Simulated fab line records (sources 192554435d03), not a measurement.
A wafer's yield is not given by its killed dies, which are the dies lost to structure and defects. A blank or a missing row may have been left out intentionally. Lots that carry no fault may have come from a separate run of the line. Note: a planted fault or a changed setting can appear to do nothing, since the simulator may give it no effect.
Chamber matching + flow n5_finfet + rie_diel-01 running N5_BEOL_M11_STRIP_67: 4 sister chambers
The step strips in CF4. 4 wafers are shown with their chamber, then 12 later ones without.

== EACH WAFER AND ITS CHAMBER ==
| wafer  | chamber | showerhead_plenum_p_Torr (Torr) |
|--------|---------|---------------------------------|
| L081.5 | 3       | 1.71                            |
| L083.5 | 0       | 1.78                            |
| L091.4 | 2       | 1.85                            |
| L091.6 | 1       | 1.76                            |

== WAFERS WITHOUT THEIR CHAMBER ==
| wafer  | showerhead_plenum_p_Torr (Torr) |
|--------|---------------------------------|
| L090.2 | 1.71                            |
| L090.3 | 1.77                            |
| L090.4 | 1.84                            |
| L094.1 | 1.76                            |
| L094.2 | 1.84                            |
| L094.3 | 1.71                            |
| L097.1 | 1.71                            |
| L097.5 | 1.71                            |
| L097.6 | 1.76                            |
| L095.1 | 1.71                            |
| L095.4 | 1.84                            |
| L095.5 | 1.71                            |

== WHICH CHAMBER EACH WENT THROUGH ==
| wafer  | from the rows above     | in truth |
|--------|-------------------------|----------|
| L090.2 | 3                       | 3        |
| L090.3 | can't be placed: 0 or 1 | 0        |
| L090.4 | 2                       | 2        |
| L094.1 | 1                       | 1        |
| L094.2 | 2                       | 2        |
| L094.3 | 3                       | 3        |
| L097.1 | 3                       | 3        |
| L097.5 | 3                       | 3        |
| L097.6 | 1                       | 1        |
| L095.1 | 3                       | 3        |
| L095.4 | 2                       | 2        |
| L095.5 | 3                       | 3        |
11 of 12 placed correctly. Can't be placed from these rows: 1 (the true chamber is among the candidates in 1). Placed wrongly: 0.
How it was worked out, from the rows above alone: a wafer's distance from a chamber is the root of the sum, over the readings, of the square of ((its reading less the chamber's mean) divided by the reading's scatter). If the next closest chamber is less than 2 further off than the closest, the wafer can't be placed; otherwise it belongs to the closest. For every chamber, the mean is computed from those of its wafers that are shown. The scatter: root of mean squared gap, hidden wafer to nearest shown wafer, with one shown wafer a chamber.
